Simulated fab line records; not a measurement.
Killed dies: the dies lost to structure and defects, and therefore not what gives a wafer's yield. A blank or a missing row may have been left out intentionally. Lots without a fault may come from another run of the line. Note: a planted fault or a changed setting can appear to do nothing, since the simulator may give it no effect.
fab line records -- flow n5-finfet
record: lots: 7, wafers: 21
route steps=1938 shown BEOL_M8@1368 BEOL_M9@1419 BEOL_M10@1500
start-h: the number of hours between the record's first day and the start of the first shown wafer of the lot -- wait-h: how many hours have passed since the lot's step before this one -- " as in the row above -- L1.1+2: one row covering several wafers at once -- - no value, or no start was given -- * or withheld: withheld -- < > ~ a bound
route shown NAME@n: a module of which the file shows steps, and the number in the route of the first -- usual: average and standard deviation across the fault-free wafers -- same: alike in all rows -- chamber/n: place in a boat -- sites: per-site readings -- _std_site: standard deviation across them -- _edge_site: inner sites' mean taken away from outer sites' mean -- radius-mm: for every site, how far away it sits from the centre of the wafer -- mask NAME#n: copy n -- behind: tool/chamber where the wafer was last shaped -- hold: cause of the lot's hold/its duration in hours/its outcome -- device: transistor that didn't switch, given as n, p or np -- end of line: tests run on the same wafers once the route is complete -- for a step that has no rows: nothing shown but its recipe -- killed: the dies lost at the first sort to structure and to defects; this is not the yield of the wafer -- map: the dies of a wafer, with x for killed, . for not killed, _ for no die there
set.NAME: the setting that was run; set.NAME@STEP: the one run at that earlier step -- model.NAME: the simulator's own value behind a step, which no gauge read
lots with deliberately changed settings; one table per step, one row per wafer
== steps ==
step: N5_BEOL_M8_DESCUM_33
recipe: chemistry: O2, time-s: 7, source-power-w: 50, bias-power-w: 20, pressure-mtorr: 20, rf-frequency-hz: 2.712e+07, temp-c: 40, resist: CAR-EUV, o2-flow-sccm: 225
lot.wafer,tool,chamber,start-h,wait-h,set.time-s,model.CAR-EUV_of_BEOL_M8_COAT_22.thk-nm
L079.1,rie-diel-04,2,286.08,0.0,7,26
L079.5,rie-diel-04,3,286.08,0.0,7.452,26
L079.6,rie-diel-04,0,286.08,0.0,7,26.2
L081.1+2,rie-diel-01,"0,3",306.72,0.0,7,26
L081.5,rie-diel-01,0,306.72,0.0,8.151,25.4
L084.1,rie-diel-03,2,310.69,0.0,7,25.8
L084.2+4,rie-diel-03,"1,0",310.69,0.0,5.799,26.4
L087.2,rie-diel-03,2,321.32,0.0,7,26.2
L087.3,rie-diel-03,0,321.32,0.0,7,26
L087.4,rie-diel-03,2,321.32,0.0,5.932,26.6
L091.2+5,rie-diel-03,"1,0",370.32,0.0,7,26.2
L091.3,rie-diel-03,3,370.32,0.0,8.125,25.8
L093.2,rie-diel-04,0,377.88,0.0,7,26
L093.4+6,rie-diel-04,"1,3",377.88,0.0,7,26.2
L096.1+5,rie-diel-01,0,383.07,0.6,7.423,25.8
L096.2,rie-diel-01,3,383.07,0.6,7,26.2
step: N5_BEOL_M8_ETCH_72
recipe: chemistry: N2/H2, target: underlayer, target-depth-a: 65, mask-material: CAR-EUV, time-s: 5.2, ion-energy-ev: 200, pressure-mtorr: 30, source-w: 840, bias-w: 150, n2-flow-sccm: 200, h2-flow-sccm: 200, ends: cleared
lot.wafer,tool,chamber,start-h,wait-h,set.time-s@BEOL_M8_DESCUM_33,model.CAR-EUV_of_BEOL_M8_COAT_22.thk-nm
L079.1+6,rie-diel-04,"2,0",286.11,0.0,7,20.4
L079.5,rie-diel-04,3,286.11,0.0,7.452,20.2
L081.1,rie-diel-01,0,306.76,0.0,7,20.2
L081.2,rie-diel-01,3,306.76,0.0,7,20.4
L081.5,rie-diel-01,0,306.76,0.0,8.151,19.8
L084.1,rie-diel-03,2,310.73,0.0,7,20
L084.2+4,rie-diel-03,"1,0",310.73,0.0,5.799,20.8
L087.2+3,rie-diel-03,"2,0",321.35,0.0,7,20.4
L087.4,rie-diel-03,2,321.35,0.0,5.932,20.8
L091.2,rie-diel-03,1,370.36,0.0,7,20.4
L091.3,rie-diel-03,3,370.36,0.0,8.125,20
L091.5,rie-diel-03,0,370.36,0.0,7,20.6
L093.2,rie-diel-04,0,377.92,0.0,7,20.2
L093.4+6,rie-diel-04,"1,3",377.92,0.0,7,20.4
L096.1,rie-diel-01,0,383.11,0.0,7.423,20.2
L096.2,rie-diel-01,3,383.11,0.0,7,20.4
L096.5,rie-diel-01,0,383.11,0.0,7.423,20
step: N5_BEOL_M8_ETCH_65
recipe: chemistry: CF4, target: SiARC, target-depth-a: 156, mask-material: CAR-EUV, time-s: 26, ion-energy-ev: 80, pressure-mtorr: 40, source-w: 545, bias-w: 36, Ar_flow_sccm: 100, cf4-flow-sccm: 100, ends: cleared
lot.wafer,tool,chamber,start-h,wait-h,set.time-s@BEOL_M8_DESCUM_33,model.CAR-EUV_of_BEOL_M8_COAT_22.thk-nm
L079.1+6,rie-diel-04,"2,0",286.13,0.0,7,11.2
L079.5,rie-diel-04,3,286.13,0.0,7.452,11
L081.1,rie-diel-01,0,306.77,0.0,7,11
L081.2,rie-diel-01,3,306.77,0.0,7,11.2
L081.5,rie-diel-01,0,306.77,0.0,8.151,10.4
L084.1,rie-diel-03,2,310.74,0.0,7,11
L084.2+4,rie-diel-03,"1,0",310.74,0.0,5.799,11.6
L087.2,rie-diel-03,2,321.37,0.0,7,11.4
L087.3,rie-diel-03,0,321.37,0.0,7,11.2
L087.4,rie-diel-03,2,321.37,0.0,5.932,11.8
L091.2,rie-diel-03,1,370.38,0.0,7,11.2
L091.3,rie-diel-03,3,370.38,0.0,8.125,10.8
L091.5,rie-diel-03,0,370.38,0.0,7,11.4
L093.2,rie-diel-04,0,377.93,0.0,7,11
L093.4+6,rie-diel-04,"1,3",377.93,0.0,7,11.2
L096.1+5,rie-diel-01,0,383.12,0.0,7.423,10.8
L096.2,rie-diel-01,3,383.12,0.0,7,11.2
step: N5_BEOL_M8_TRENCH_ETCH_37
recipe: chemistry: C4F6/O2, target-depth-a: 934.78, target: SiCOH_lowk, time-s: 31.2, ion-energy-ev: 250, pressure-mtorr: 30, source-w: 345, bias-w: 185, Ar_flow_sccm: 300, C4F6_flow_sccm: 10, O2_flow_sccm: 10
lot.wafer,tool,chamber,start-h,wait-h,set.time-s,model.etch.depth-nm,model.BEOL_M8.feature-depth-nm
L079.1,rie-diel-04,2,-,-,25.59,75.72,75.8
L079.5,rie-diel-04,3,-,-,25.59,76.12,76.2
L079.6,rie-diel-04,0,-,-,31.2,91.66,91.6
L081.1,rie-diel-01,0,-,-,31.2,90.11,90.2
L081.2,rie-diel-01,3,-,-,24.21,73.98,74
L081.5,rie-diel-01,0,-,-,31.2,90.57,90.6
L084.1,rie-diel-03,2,-,-,31.2,91.89,91.8
L084.2,rie-diel-03,1,-,-,31.2,91.41,91.4
L084.4,rie-diel-03,0,-,-,36.1,108.8,108.8
L087.2,rie-diel-03,2,-,-,28.74,84.96,85
L087.3,rie-diel-03,0,-,-,31.2,94.18,94.2
L087.4,rie-diel-03,2,-,-,28.74,85.45,85.4
L091.2,rie-diel-03,1,-,-,27.39,80.9,81
L091.3,rie-diel-03,3,-,-,31.2,92.99,93
L091.5,rie-diel-03,0,-,-,31.2,93.1,93.2
L093.2,rie-diel-04,0,-,-,31.2,90.36,90.4
L093.4,rie-diel-04,1,-,-,31.2,92.42,92.4
L093.6,rie-diel-04,3,-,-,31.2,92.32,92.4
L096.1,rie-diel-01,0,-,-,31.2,91.86,91.8
L096.2,rie-diel-01,3,-,-,31.2,94.07,94
L096.5,rie-diel-01,0,-,-,28.77,85.62,85.6
step: N5_BEOL_M8_ETCH_41
recipe: chemistry: CH3F/O2, target: SiCN, target-depth-a: 319, taper-deg: 2, time-s: 57.8, ion-energy-ev: 120, mask-material: TiN, pressure-mtorr: 30, source-w: 395, bias-w: 75, Ar_flow_sccm: 150, CH3F_flow_sccm: 30, O2_flow_sccm: 20
step: N5_BEOL_M8_STRIP_80
recipe: chemistry: N2/H2, time-s: 10, power-w: 450, temp-c: 40, pressure-mtorr: 20, rf-frequency-hz: 6e+07, bias-power-w: 7, n2-flow-sccm: 200, h2-flow-sccm: 200
step: N5_BEOL_M8_OCD_MEAS_38
usual: trench-depth-nm: 92.5/1.5
lot.wafer,tool,chamber,start-h,wait-h,set.time-s@BEOL_M8_TRENCH_ETCH_37,trench-depth-nm
L079.1,ocd-01,-,286.51,-,25.59,75.9
L079.5,ocd-01,-,286.51,-,25.59,76.1
L079.6,ocd-01,-,286.51,-,31.2,91.5
L081.1,ocd-01,-,307.15,-,31.2,90.0
L081.2,ocd-01,-,307.15,-,24.21,74.0
L081.5,ocd-01,-,307.15,-,31.2,90.7
L084.1,ocd-01,-,311.12,-,31.2,92.0
L084.2,ocd-01,-,311.12,-,31.2,91.7
L084.4,ocd-01,-,311.12,-,36.1,109.0
L087.2,ocd-01,-,321.75,-,28.74,85.4
L087.3,ocd-01,-,321.75,-,31.2,93.8
L087.4,ocd-01,-,321.75,-,28.74,85.7
L091.2,ocd-01,-,370.75,-,27.39,80.7
L091.3,ocd-01,-,370.75,-,31.2,92.8
L091.5,ocd-01,-,370.75,-,31.2,93.0
L093.2,ocd-02,-,378.31,-,31.2,90.3
L093.4,ocd-02,-,378.31,-,31.2,92.5
L093.6,ocd-02,-,378.31,-,31.2,92.5
L096.1,ocd-01,-,383.51,-,31.2,91.6
L096.2,ocd-01,-,383.51,-,31.2,94.1
L096.5,ocd-01,-,383.51,-,28.77,85.8
step: N5_BEOL_M8_HM_STRIP_39
recipe: chemistry: peroxide-tin-strip, material: TiN, target-depth-a: 250, temp-c: 50, time-s: 158
lot.wafer,tool,chamber,start-h,wait-h,set.time-s@BEOL_M8_PECVD_70,model.SiO2_of_BEOL_M8_PECVD_70.thk-nm
L079.1,wet-bench-04,4,286.54,0.0,23.68,21.2
L079.5,wet-bench-04,7,286.54,0.0,22.7,20.6
L079.6,wet-bench-04,6,286.54,0.0,23.68,21
L081.1,wet-bench-01,3,307.18,0.0,21.07,18.8
L081.2,wet-bench-01,2,307.18,0.0,21.07,18.6
L081.5,wet-bench-01,0,307.18,0.0,22.7,20.2
L084.1,wet-bench-02,0,311.15,0.0,22.7,20
L084.2,wet-bench-02,4,311.15,0.0,22.7,19.6
L084.4,wet-bench-02,1,311.15,0.0,22.7,20.2
L087.2+4,wet-bench-01,"5,2",321.78,0.0,19.79,17.2
L087.3,wet-bench-01,4,321.78,0.0,22.7,19.6
L091.2,wet-bench-01,3,370.79,0.0,20.48,18.2
L091.3,wet-bench-01,4,370.79,0.0,20.48,18
L091.5,wet-bench-01,2,370.79,0.0,22.7,20
L093.2,wet-bench-02,1,378.34,0.0,22.7,19.8
L093.4,wet-bench-02,5,378.34,0.0,22.7,20
L093.6,wet-bench-02,7,378.34,0.0,22.7,20.2
L096.1,wet-bench-02,6,383.54,0.0,22.7,19.6
L096.2,wet-bench-02,3,383.54,0.0,22.7,19.4
L096.5,wet-bench-02,5,383.54,0.0,23.62,21
step: N5_BEOL_M8_SRD_40
recipe: time-s: 30, temp-c: 23, rinse-liquid: diw, dry: ipa-marangoni
step: N5_BEOL_M8_PRECLEAN_42
recipe: chemistry: residue-remover, time-s: 60, temp-c: 40
step: N5_BEOL_M8_ECD_50
recipe: material: Cu, target-thk-a: 3000
step: N5_BEOL_M8_ANNEAL_51
recipe: temp-c: 225, time-s: 90, ambient: N2
step: N5_BEOL_M8_CMP_52
recipe: stop-on: SiCOH_lowk, t-overpolish-s: 6.9, down-force-psi: 1, platen-rpm: 50, clearing-platen-down-force-psi: 1.5, clearing-platen-rpm: 50, post-cmp-clean: cu-alkaline, target-thk-nm: 80, clearing-platen-pad-velocity-m-s: 0.99484, pad-velocity-m-s: 0.99484
lot.wafer,tool,chamber,start-h,wait-h,set.time-s@BEOL_M8_TRENCH_ETCH_37,model.Cu_of_BEOL_M8_ECD_50.thk-nm
L079.1,cmp-04,1,289.60,0.6,25.59,61.2
L079.6,cmp-04,3,289.60,0.6,31.2,77
L079.5,cmp-04,0,289.60,0.6,25.59,62.4
L081.1,cmp-03,3,309.43,0.3,31.2,75.8
L081.2,cmp-03,1,309.43,0.3,24.21,59.4
L081.5,cmp-03,3,309.43,0.3,31.2,74.4
L084.4,cmp-04,0,313.41,0.1,36.1,96.8
L084.1,cmp-04,2,313.41,0.1,31.2,78.2
L084.2,cmp-04,3,313.41,0.1,31.2,77.4
L087.4,cmp-04,0,324.21,0.1,28.74,72
L087.2,cmp-04,1,324.21,0.1,28.74,68.6
L087.3,cmp-04,2,324.21,0.1,31.2,79.2
L091.3,cmp-02,1,375.40,0.3,31.2,78.6
L091.2,cmp-02,0,375.40,0.3,27.39,66.8
L091.5,cmp-02,2,375.40,0.3,31.2,79.2
L093.2,cmp-03,0,382.24,0.2,31.2,74.8
L093.4,cmp-03,2,382.24,0.2,31.2,77.6
L093.6,cmp-03,0,382.24,0.2,31.2,78.4
L096.1,cmp-03,2,386.45,0.3,31.2,78
L096.2,cmp-03,3,386.45,0.3,31.2,79.6
L096.5,cmp-03,3,386.45,0.3,28.77,72
step: N5_BEOL_M8_THK_MEAS_53
recipe: thk-meas-gauge: xrf, reads: Cu_of_BEOL_M8_ECD_50
usual: M8_THK: 78.6/1.8
lot.wafer,tool,chamber,start-h,wait-h,set.time-s@BEOL_M8_TRENCH_ETCH_37,M8_THK[nm]
L079.1,film-metro-01,-,289.82,-,25.59,61.8
L079.5,film-metro-01,-,289.82,-,25.59,63.4
L079.6,film-metro-01,-,289.82,-,31.2,78.0
L081.1,film-metro-01,-,309.72,-,31.2,76.0
L081.2,film-metro-01,-,309.72,-,24.21,59.7
L081.5,film-metro-01,-,309.72,-,31.2,74.6
L084.1,film-metro-02,-,313.70,-,31.2,77.5
L084.2,film-metro-02,-,313.70,-,31.2,76.7
L084.4,film-metro-02,-,313.70,-,36.1,95.7
L087.2,film-metro-02,-,324.50,-,28.74,68.0
L087.3,film-metro-02,-,324.50,-,31.2,78.4
L087.4,film-metro-02,-,324.50,-,28.74,71.0
L091.2,film-metro-01,-,375.69,-,27.39,66.7
L091.3,film-metro-01,-,375.69,-,31.2,78.5
L091.5,film-metro-01,-,375.69,-,31.2,79.2
L093.2,film-metro-01,-,382.54,-,31.2,74.6
L093.4,film-metro-01,-,382.54,-,31.2,77.2
L093.6,film-metro-01,-,382.54,-,31.2,78.2
L096.1,film-metro-02,-,386.75,-,31.2,77.9
L096.2,film-metro-02,-,386.75,-,31.2,79.3
L096.5,film-metro-02,-,386.75,-,28.77,71.8
step: N5_BEOL_M8_PRE_CLEAN_55
recipe: gas: NH3, time-s: 15, temp-c: withheld, rf-power-w: 300
step: N5_BEOL_M8_DEP_56
recipe: material: SiCN, target-thk-a: 100, temp-c: withheld, precursor: 3MS/NH3, pressure-torr: 3, rf-w: 202, time-s: 17.5
step: N5_BEOL_M8_RS_MEAS_57
recipe: thk-meas-gauge: four-point-probe, reads: Cu_of_BEOL_M8_ECD_50+Co_of_BEOL_M8_CVD_78+TaN_of_BEOL_M8_ALD_77
usual: M8_RS: 0.292/0.0077
lot.wafer,tool,chamber,start-h,wait-h,set.time-s@BEOL_M8_TRENCH_ETCH_37,M8_RS[ohm/sq]
L079.1,film-metro-01,-,289.95,0.1,25.59,0.395
L079.5,film-metro-01,-,289.95,0.1,25.59,0.384
L079.6,film-metro-01,-,289.95,0.1,31.2,0.300
L081.1,film-metro-01,-,309.85,0.1,31.2,0.305
L081.2,film-metro-01,-,309.85,0.1,24.21,0.409
L081.5,film-metro-01,-,309.85,0.1,31.2,0.311
L084.1,film-metro-01,-,313.83,0.1,31.2,0.293
L084.2,film-metro-01,-,313.83,0.1,31.2,0.297
L084.4,film-metro-01,-,313.83,0.1,36.1,0.229
L087.2,film-metro-01,-,324.63,0.1,28.74,0.344
L087.3,film-metro-01,-,324.63,0.1,31.2,0.290
L087.4,film-metro-01,-,324.63,0.1,28.74,0.324
L091.2,film-metro-02,-,375.82,0.1,27.39,0.353
L091.3,film-metro-02,-,375.82,0.1,31.2,0.292
L091.5,film-metro-02,-,375.82,0.1,31.2,0.289
L093.2,film-metro-02,-,382.67,0.1,31.2,0.309
L093.4,film-metro-02,-,382.67,0.1,31.2,0.296
L093.6,film-metro-02,-,382.67,0.1,31.2,0.292
L096.1,film-metro-01,-,386.88,0.1,31.2,0.295
L096.2,film-metro-01,-,386.88,0.1,31.2,0.286
L096.5,film-metro-01,-,386.88,0.1,28.77,0.324
step: N5_BEOL_M9_ETCH_62
recipe: chemistry: N2/H2, target: SOC, target-depth-a: 1100, overetch-a: 220, mask-material: SiARC, temp-c: 40, time-s: 165, ion-energy-ev: 200, pressure-mtorr: 30, source-w: 840, bias-w: 150, n2-flow-sccm: 200, h2-flow-sccm: 200
lot.wafer,tool,chamber,start-h,wait-h,set.time-s,model.SiARC_of_BEOL_M9_COAT_60.thk-nm
L079.1,rie-diel-06,3,291.98,0.0,165,23.4
L079.5,rie-diel-06,1,291.98,0.0,181.9,22.6
L079.6,rie-diel-06,2,291.98,0.0,165,23.6
L081.1,rie-diel-02,3,312.56,0.0,165,23.4
L081.2+5,rie-diel-02,0,312.56,0.0,191,22.2
L084.1,rie-diel-06,1,315.96,0.0,165,23.2
L084.2,rie-diel-06,2,315.96,0.0,165,23.4
L084.4,rie-diel-06,0,315.96,0.0,152.1,23.8
L087.2+4,rie-diel-05,"2,0",327.54,0.0,165,23.4
L087.3,rie-diel-05,3,327.54,0.0,165,23.6
L091.2+3+5,rie-diel-02,"3,0,1",378.88,0.0,165,23.2
L093.2,rie-diel-05,1,385.11,0.0,165,23.6
L093.4,rie-diel-05,3,385.11,0.0,165,23.2
L093.6,rie-diel-05,0,385.11,0.0,165,23.4
L096.1+5,rie-diel-06,1,391.68,0.0,179.1,22.8
L096.2,rie-diel-06,3,391.68,0.0,165,23
step: N5_BEOL_M9_STRIP_68
recipe: chemistry: N2/H2, temp-c: 40, n2-flow-sccm: 200, h2-flow-sccm: 200, rf-frequency-hz: 6e+07
step: N5_BEOL_M9_STRIP_67
recipe: chemistry: CF4, resist: SiARC, power-w: 300, bias-power-w: 75, pressure-mtorr: 50, cf4-flow-sccm: 150, rf-frequency-hz: 6e+07
step: N5_BEOL_M9_HM_OPEN_17
recipe: chemistry: Cl2/BCl3, target-depth-a: 200, overetch-a: 60, target: TiN, mask-material: SOC, ion-energy-ev: 150, pressure-mtorr: 10, icp-w: 1000, bias-w: 126, Cl2_flow_sccm: 53.25, bcl3-flow-sccm: 21.75, Ar_flow_sccm: 25
lot.wafer,tool,chamber,start-h,wait-h,set.time-s@BEOL_M9_ETCH_62,model.etch.depth-nm
L079.1,rie-metal-03,0,292.17,0.0,165,19.95
L079.5,rie-metal-03,0,292.17,0.0,181.9,18.21
L079.6,rie-metal-03,1,292.17,0.0,165,20.14
L081.1,rie-metal-03,0,312.75,0.0,165,20.25
L081.2,rie-metal-03,1,312.75,0.0,191,17.29
L081.5,rie-metal-03,0,312.75,0.0,191,17.54
L084.1,rie-metal-01,1,316.15,0.0,165,19.8
L084.2,rie-metal-01,0,316.15,0.0,165,20.01
L084.4,rie-metal-01,1,316.15,0.0,152.1,19.82
L087.2,rie-metal-03,0,327.73,0.0,165,20.33
L087.3,rie-metal-03,1,327.73,0.0,165,20.14
L087.4,rie-metal-03,0,327.73,0.0,165,20.11
L091.2,rie-metal-01,1,379.07,0.0,165,20.05
L091.3,rie-metal-01,1,379.07,0.0,165,19.96
L091.5,rie-metal-01,0,379.07,0.0,165,20.07
L093.2,rie-metal-02,1,385.30,0.0,165,20.09
L093.4,rie-metal-02,0,385.30,0.0,165,20.16
L093.6,rie-metal-02,1,385.30,0.0,165,20.11
L096.1,rie-metal-01,0,391.87,0.0,179.1,18.38
L096.2,rie-metal-01,1,391.87,0.0,165,19.82
L096.5,rie-metal-01,1,391.87,0.0,179.1,18.41
step: N5_BEOL_M10_PEB_26
recipe: peb-temp-c: withheld, peb-time-s: 60, resist: CAR-ArF
lot.wafer,tool,chamber,start-h,wait-h,set.peb-time-s
L079.1,litho-track-05,0,301.18,0.1,60
L079.5+6,litho-track-05,0,301.18,0.1,55.86
L081.1+2+5,litho-track-01,0,321.06,0.1,60
L084.1,litho-track-01,0,325.65,0.1,60
L084.2+4,litho-track-01,0,325.65,0.1,48.57
L087.2+3,litho-track-01,0,336.93,0.1,60
L087.4,litho-track-01,0,336.93,0.1,67.04
L091.2+5,litho-track-05,0,389.92,0.1,60
L091.3,litho-track-05,0,389.92,0.1,66.63
L093.2+4+6,litho-track-03,0,396.36,0.1,60
L096.1+2,litho-track-01,0,403.55,0.1,64.39
L096.5,litho-track-01,0,403.55,0.1,60
step: N5_BEOL_M10_DEVELOP_27
recipe: develop-time-s: 30, developer: TMAH, resist: CAR-ArF, rinse-liquid: diw, dry: air-spin, dev-temp-c: 23
step: N5_BEOL_M10_CD_MEAS_28
recipe: target-cd-nm: 70, landing-energy-ev: 500, detector: se-inlens, polarity: opening
usual: cd-nm: 69.7/1
lot.wafer,tool,chamber,start-h,wait-h,set.peb-time-s@BEOL_M10_PEB_26,cd-nm
L079.1,cd-sem-01,0,301.24,-,60,71.4
L079.5,cd-sem-01,0,301.24,-,55.86,67.0
L079.6,cd-sem-01,0,301.24,-,55.86,66.5
L081.1,cd-sem-02,0,321.12,-,60,68.3
L081.2,cd-sem-02,0,321.12,-,60,68.1
L081.5,cd-sem-02,0,321.12,-,60,70.2
L084.1,cd-sem-01,0,325.72,-,60,67.4
L084.2,cd-sem-01,0,325.72,-,48.57,59.6
L084.4,cd-sem-01,0,325.72,-,48.57,57.5
L087.2,cd-sem-02,0,337.00,-,60,70.0
L087.3,cd-sem-02,0,337.00,-,60,70.1
L087.4,cd-sem-02,0,337.00,-,67.04,74.8
L091.2,cd-sem-01,0,389.99,-,60,69.1
L091.3,cd-sem-01,0,389.99,-,66.63,74.0
L091.5,cd-sem-01,0,389.99,-,60,71.2
L093.2,cd-sem-02,0,396.43,-,60,70.0
L093.4,cd-sem-02,0,396.43,-,60,70.9
L093.6,cd-sem-02,0,396.43,-,60,71.0
L096.1,cd-sem-01,0,403.62,-,64.39,72.9
L096.2,cd-sem-01,0,403.62,-,64.39,71.7
L096.5,cd-sem-01,0,403.62,-,60,69.2
step: N5_BEOL_M10_TRENCH_ETCH_37
recipe: chemistry: C4F6/O2, target-depth-a: 1488.3, target: SiCOH_lowk, time-s: 48, ion-energy-ev: 250, pressure-mtorr: 30, source-w: 345, bias-w: 185, Ar_flow_sccm: 300, C4F6_flow_sccm: 10, O2_flow_sccm: 10
lot.wafer,tool,chamber,start-h,wait-h,set.time-s,model.etch.depth-nm,model.BEOL_M10.feature-depth-nm,model.TiN_of_BEOL_M10_HM_DEP_02.thk-nm
L079.1,rie-diel-03,0,-,-,57.97,179.7,179.6,14.6
L079.5,rie-diel-03,2,-,-,57.97,178.9,179,14.6
L079.6,rie-diel-03,1,-,-,48,147.9,148,15.8
L081.1,rie-diel-04,3,-,-,48,147.2,147.2,15.8
L081.2,rie-diel-04,1,-,-,48,147.5,147.6,16
L081.5,rie-diel-04,3,-,-,48,148.2,148.2,15.8
L084.1,rie-diel-01,2,-,-,44.47,132.8,132.8,16.2
L084.2,rie-diel-01,0,-,-,48,143.5,143.6,16
L084.4,rie-diel-01,1,-,-,44.47,139.2,139.2,16.2
L087.2+3,rie-diel-04,"3,1",-,-,48,145.3,145.2,15.8
L087.4,rie-diel-04,2,-,-,39.62,119.5,119.4,16.8
L091.2,rie-diel-04,0,-,-,48,142.6,142.6,16
L091.3,rie-diel-04,3,-,-,48,146.6,146.6,15.8
L091.5,rie-diel-04,2,-,-,48,150.4,150.4,15.6
L093.2,rie-diel-01,1,-,-,48,151,151,15.8
L093.4,rie-diel-01,0,-,-,48,147.2,147.2,15.8
L093.6,rie-diel-01,3,-,-,48,152.1,152.2,15.4
L096.1,rie-diel-01,2,-,-,48,144.2,144.2,16
L096.2,rie-diel-01,1,-,-,48,149.3,149.4,16
L096.5,rie-diel-01,1,-,-,48,150.4,150.4,15.8
step: N5_BEOL_M10_ETCH_41
recipe: chemistry: CH3F/O2, target: SiCN, target-depth-a: 426, taper-deg: 2, time-s: 86, ion-energy-ev: 120, mask-material: TiN, pressure-mtorr: 30, source-w: 395, bias-w: 75, Ar_flow_sccm: 150, CH3F_flow_sccm: 30, O2_flow_sccm: 20
step: N5_BEOL_M10_STRIP_77
recipe: chemistry: N2/H2, time-s: 10, power-w: 450, temp-c: 40, pressure-mtorr: 20, rf-frequency-hz: 6e+07, bias-power-w: 7, n2-flow-sccm: 200, h2-flow-sccm: 200
step: N5_BEOL_M10_OCD_MEAS_38
usual: trench-depth-nm: 147.1/2.7
lot.wafer,tool,chamber,start-h,wait-h,set.time-s@BEOL_M10_TRENCH_ETCH_37,trench-depth-nm
L079.1,ocd-02,-,301.82,-,57.97,179.7
L079.5,ocd-02,-,301.82,-,57.97,178.9
L079.6,ocd-02,-,301.82,-,48,148.0
L081.1,ocd-02,-,321.71,-,48,147.3
L081.2,ocd-02,-,321.71,-,48,147.5
L081.5,ocd-02,-,321.71,-,48,148.0
L084.1,ocd-02,-,326.30,-,44.47,132.9
L084.2,ocd-02,-,326.30,-,48,143.6
L084.4,ocd-02,-,326.30,-,44.47,139.3
L087.2,ocd-01,-,337.58,-,48,144.9
L087.3,ocd-01,-,337.58,-,48,145.0
L087.4,ocd-01,-,337.58,-,39.62,119.2
L091.2,ocd-02,-,390.57,-,48,141.9
L091.3,ocd-02,-,390.57,-,48,147.1
L091.5,ocd-02,-,390.57,-,48,150.1
L093.2,ocd-01,-,397.01,-,48,151.0
L093.4,ocd-01,-,397.01,-,48,146.7
L093.6,ocd-01,-,397.01,-,48,152.5
L096.1,ocd-02,-,404.20,-,48,144.2
L096.2,ocd-02,-,404.20,-,48,149.8
L096.5,ocd-02,-,404.20,-,48,150.8
== key ==
split: step: N5_BEOL_M8_DESCUM_33, setting: time-s, stated: 7, by: wafer
response: step: N5_BEOL_M8_DESCUM_33, reading: model.CAR-EUV_of_BEOL_M8_COAT_22.thk-nm, change: -0.0329, per: 1%, r: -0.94
response: step: N5_BEOL_M8_ETCH_72, reading: model.CAR-EUV_of_BEOL_M8_COAT_22.thk-nm, change: -0.0346, per: 1%, r: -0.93
response: step: N5_BEOL_M8_ETCH_65, reading: model.CAR-EUV_of_BEOL_M8_COAT_22.thk-nm, change: -0.0363, per: 1%, r: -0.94
split: step: N5_BEOL_M8_TRENCH_ETCH_37, setting: time-s, stated: 31.2, by: wafer
response: step: N5_BEOL_M8_TRENCH_ETCH_37, reading: model.etch.depth-nm, change: +0.89, per: 1%, r: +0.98
response: step: N5_BEOL_M8_TRENCH_ETCH_37, reading: model.BEOL_M8.feature-depth-nm, change: +0.888, per: 1%, r: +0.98
response: step: N5_BEOL_M8_OCD_MEAS_38, reading: trench-depth-nm, change: +0.882, per: 1%, r: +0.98
response: step: N5_BEOL_M8_CMP_52, reading: model.Cu_of_BEOL_M8_ECD_50.thk-nm, change: +0.889, per: 1%, r: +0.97
response: step: N5_BEOL_M8_THK_MEAS_53, reading: M8_THK, change: +0.885, per: 1%, r: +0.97
response: step: N5_BEOL_M8_RS_MEAS_57, reading: M8_RS, change: -0.00471, per: 1%, r: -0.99
split: step: N5_BEOL_M9_ETCH_62, setting: time-s, stated: 165, by: wafer
response: step: N5_BEOL_M9_ETCH_62, reading: model.SiARC_of_BEOL_M9_COAT_60.thk-nm, change: -0.0692, per: 1%, r: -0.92
response: step: N5_BEOL_M9_HM_OPEN_17, reading: model.etch.depth-nm, shape: bent, at-lowest: 19.82, at-stated: 20.07, at-highest: 17.42
split: step: N5_BEOL_M10_PEB_26, setting: peb-time-s, stated: 60, by: wafer
response: step: N5_BEOL_M10_CD_MEAS_28, reading: cd-nm, change: +0.443, per: 1%, r: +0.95
split: step: N5_BEOL_M10_TRENCH_ETCH_37, setting: time-s, stated: 48, by: wafer
response: step: N5_BEOL_M10_TRENCH_ETCH_37, reading: model.etch.depth-nm, change: +1.46, per: 1%, r: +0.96
response: step: N5_BEOL_M10_TRENCH_ETCH_37, reading: model.BEOL_M10.feature-depth-nm, change: +1.46, per: 1%, r: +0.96
response: step: N5_BEOL_M10_TRENCH_ETCH_37, reading: model.TiN_of_BEOL_M10_HM_DEP_02.thk-nm, change: -0.0555, per: 1%, r: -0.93
response: step: N5_BEOL_M10_OCD_MEAS_38, reading: trench-depth-nm, change: +1.46, per: 1%, r: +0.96
split outside-this-file step=N5_BEOL_M8_PECVD_70 setting=time-s
split outside-this-file: this setting was split too, and the file shows its column; the key of that split is in another file
